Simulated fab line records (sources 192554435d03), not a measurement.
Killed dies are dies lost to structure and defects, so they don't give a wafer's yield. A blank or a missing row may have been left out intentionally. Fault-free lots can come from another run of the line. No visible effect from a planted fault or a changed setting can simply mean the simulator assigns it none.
Comparing a struck lot with a sound one | flow n5Finfet | 18 steps out of a route of 1938
Sound: wafers L281.1, L281.5, L281.6. Struck: wafer L271.2 (left out: L271.3, L271.4 of the same lot, which were not struck); the cause appears at the end.
Each step with rows lists, per side, the tool, then ch with its chambers, then its first start. Under that, the readings that differ: sound wafers | struck wafers | difference of the means | sigmas: that difference in standard deviations of wafers without a fault.
alike: readings whose means differ by less than 2 such deviations, and words and numbers that are the same on both sides. not compared: withheld readings, readings that some wafer has no value for, bounds like >300 that may hide the same value, and numbers for which the record gives no deviation and whose values overlap.
Wherever a step has rows on one side only, a row that says differs or no value, or a row with sigmas, the two part there. Non-overlapping numbers with no deviation appear without sigmas and do not part them. A reading that every wafer of one side lacks parts them only if that side has two wafers or more.

first, 7 steps without rows for these wafers: N5_BEOL_M10_COAT_60 (time 60 s, resist thk 30 nm); N5_BEOL_M10_COAT_05 (resist thk 90 nm); N5_BEOL_M10_EBR_07; N5_BEOL_M10_SOFTBAKE_06 (time 60 s); N5_BEOL_M10_EXPOSE_08 (exposes mask M10); N5_BEOL_M10_PEB_09 (peb time 60 s); N5_BEOL_M10_DEVELOP_10 (develop time 30 s).
N5_BEOL_M10_CD_MEAS_11: target cd 64.1 nm.
  sound on cdSem-02 ch 0, day 14 17:45; struck on cdSem-01 ch 0, day 12 12:35
  alike: cdNm
N5_BEOL_M10_OVL_MEAS_12:
  sound on overlay-01 ch 0, day 14 17:47; struck on overlay-01 ch 0, day 12 12:37
  alike: M10_OVL
N5_BEOL_M10_INSPECT_13: inspects for defects (brightfield).
  sound on defectInspect-02, day 14 17:49; struck on defectInspect-02, day 12 12:39
  alike: rawDefectCount
N5_BEOL_M10_DESCUM_16: chemistry O2, time 7.9 s.
  sound on rieDiel-04 ch 0,3, day 14 18:12; struck on rieDiel-05 ch 2, day 12 12:51
reading                      | sound          | struck | difference | sigmas
showerheadPlenumPTorr (Torr) | 2.23 2.23 2.13 | 2.02   | -0.18      | -3
  alike: drypumpMotorCurrentA, oesProductAu, rfVppV, throttleValvePct
  not compared: rfHoursCounterH
N5_BEOL_M10_ETCH_61: etches SiARC in CF4, target depth 39 nm, time 65 s.
  sound on rieDiel-04 ch 0,3, day 14 18:14; struck on rieDiel-05 ch 2, day 12 12:53
reading                      | sound          | struck | difference | sigmas
showerheadPlenumPTorr (Torr) | 2.26 2.26 2.17 | 2.07   | -0.16      | -3
  alike: drypumpMotorCurrentA, etchRfOnTimeS, oesProductAu, rfVppV, throttleValvePct
  not compared: rfHoursCounterH
N5_BEOL_M10_ETCH_62: etches SOC in N2/H2, target depth 110 nm, overetch 22 nm, time 165 s.
  sound on rieDiel-04 ch 0,3, day 14 18:17; struck on rieDiel-05 ch 2, day 12 12:56
reading                                    | sound             | struck | difference | sigmas
rfVppV (V)                                 | 527.6 528.3 525.1 | 521.1  | -5.9       | -3
showerheadPlenumPTorr (Torr)               | 2.69 2.69 2.59    | 2.45   | -0.21      | -3
model.SiARC_of_BEOL_M10_COAT_60.thkNm (nm) | 23.6 23.4 23.4    | 20.4   | -3.1       | 
model.BEOL_M10.cdOffsetNm (nm)             | 1 0.6 0.6         | 1.2    | +0.5       | 
  alike: drypumpMotorCurrentA, oesProductAu, throttleValvePct
  not compared: rfHoursCounterH
then, 1 step without rows for these wafers: N5_BEOL_M10_STRIP_68 (strips in N2/H2).
N5_BEOL_M10_STRIP_67: strips in CF4.
  sound on rieDiel-04 ch 0,3, day 14 18:26; struck on rieDiel-05 ch 2, day 12 13:05
reading                      | sound          | struck | difference | sigmas
showerheadPlenumPTorr (Torr) | 1.89 1.89 1.82 | 1.74   | -0.13      | -3
  alike: drypumpMotorCurrentA, oesProductAu, rfVppV, throttleValvePct
  not compared: rfHoursCounterH
N5_BEOL_M10_HM_OPEN_17: chemistry Cl2/BCl3, target TiN, target depth 20 nm, overetch 6 nm.
  sound on rieMetal-01 ch 0,1, day 14 18:28; struck on rieMetal-03 ch 1, day 12 13:07
reading                        | sound     | struck | difference | sigmas
model.BEOL_M10.cdOffsetNm (nm) | 1 0.4 0.6 | 1.2    | +0.5       | 
  alike: drypumpMotorCurrentA, heBacksideLeakSccm, oes_ar_750_au, oesProductAu, throttleValvePct
  not compared: rfHoursCounterH
N5_BEOL_M10_STRIP_19: strips in O2.
  sound on rieDiel-05 ch 0,3, day 14 18:35; struck on rieDiel-05 ch 3, day 12 13:14
reading              | sound             | struck | difference | sigmas
oesProductAu (a.u.)  | 0.98 0.78 0.98    | 0.69   | -0.22      | -3
rfVppV (V)           | 3.3 2.7 3.8       | 4.7    | +1.4       | +2
throttleValvePct (%) | 16.67 16.47 16.67 | 17.10  | +0.50      | +2
  alike: drypumpMotorCurrentA, showerheadPlenumPTorr
  not compared: rfHoursCounterH
N5_PASSIVATION_PROBE_49:
  sound on prober-02, day 16 22:59; struck on prober-01, day 14 12:58
reading            | sound    | struck | difference | sigmas
killed_at_M0_to_M3 | 52 41 52 | 19     | -29        | -3
  alike: defectLimitedYield, killed_at_M4_up, killedAtContacts, killedAtFrontEnd, killedAtOther, killedDies, killedOpen, killedShort, sort_bin_5_function, sort_bin_6_memory, sort_bin_8_speed, sortNPass, sortYieldPct

== WHERE THEY PART ==
Last at N5_PASSIVATION_PROBE_49 as far as this record goes, first at N5_BEOL_M10_DESCUM_16.

WHY: what the simulator had put in
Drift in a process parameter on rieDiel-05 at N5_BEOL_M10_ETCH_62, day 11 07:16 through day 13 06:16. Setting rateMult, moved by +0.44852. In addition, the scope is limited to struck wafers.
